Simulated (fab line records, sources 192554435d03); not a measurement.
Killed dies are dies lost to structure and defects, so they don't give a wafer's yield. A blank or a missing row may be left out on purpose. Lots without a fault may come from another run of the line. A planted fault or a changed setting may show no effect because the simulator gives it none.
Chamber matching | flow n5_finfet | N5_ILD0_LINER_00 on ald_sin-03: 4 sister chambers
The step material SiNx, target thk 4 nm, pulse time 1 s, purge time 2 s. 14 wafers are shown with their chamber, then 7 later ones without.

WAFERS WITH THEIR CHAMBER
wafer  | chamber | heater_power_w (W) | precursor_pulse_height_rel
L846.1 | 1       | 887                | 1.022
L846.2 | 2       | 882                | 1.019
L846.3 | 3       | 917                | 1.031
L848.2 | 1       | 890                | 0.982
L848.3 | 3       | 930                | 1.003
L848.5 | 1       | 919                | 1.013
L850.1 | 2       | 909                | 1.009
L850.4 | 1       | 911                | 0.975
L850.6 | 2       | 866                | 0.996
L853.1 | 1       | 892                | 0.999
L853.2 | 3       | 928                | 1.021
L853.6 | 0       | 751                | 1.002
L855.1 | 0       | 749                | 1.050
L855.2 | 2       | 883                | 0.974

SIGNATURES (means of the wafers above)
reading                    | chamber 0 | chamber 1 | chamber 2 | chamber 3 | scatter within a chamber
heater_power_w             | 750.00    | 899.80    | 885.00    | 925.00    | 13.7
precursor_pulse_height_rel | 1.02600   | 0.99820   | 0.99950   | 1.01833   | 0.0207
Rule: a wafer's distance from a chamber is the root of the sum, over the readings, of the square of ((its reading less the chamber's mean) divided by the reading's scatter). The wafer belongs to the nearest chamber; if the next one is less than 2 further off, it can't be placed. The scatter: the root of (the sum of the squares of (reading less its chamber's mean) over the shown wafers, divided by (wafers less chambers)).

WAFERS WITHOUT THEIR CHAMBER
wafer  | heater_power_w (W) | precursor_pulse_height_rel
L855.6 | 893                | 1.001
L856.1 | 921                | 1.012
L856.5 | 900                | 0.996
L856.6 | 918                | 0.990
L858.1 | 758                | 0.986
L858.5 | 774                | 0.997
L858.6 | 896                | 1.032

WHICH CHAMBER EACH WENT THROUGH
wafer  | from the rows above          | in truth
L855.6 | can't be placed: 1 or 2 or 3 | 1
L856.1 | can't be placed: 3 or 1      | 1
L856.5 | can't be placed: 1 or 2      | 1
L856.6 | can't be placed: 1 or 3 or 2 | 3
L858.1 | 0                            | 0
L858.5 | 0                            | 0
L858.6 | can't be placed: 1 or 2 or 3 | 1
Placed correctly: 2 of 7. Can't be placed from these rows: 5 (the true chamber is among the candidates in 5). Placed wrongly: 0.
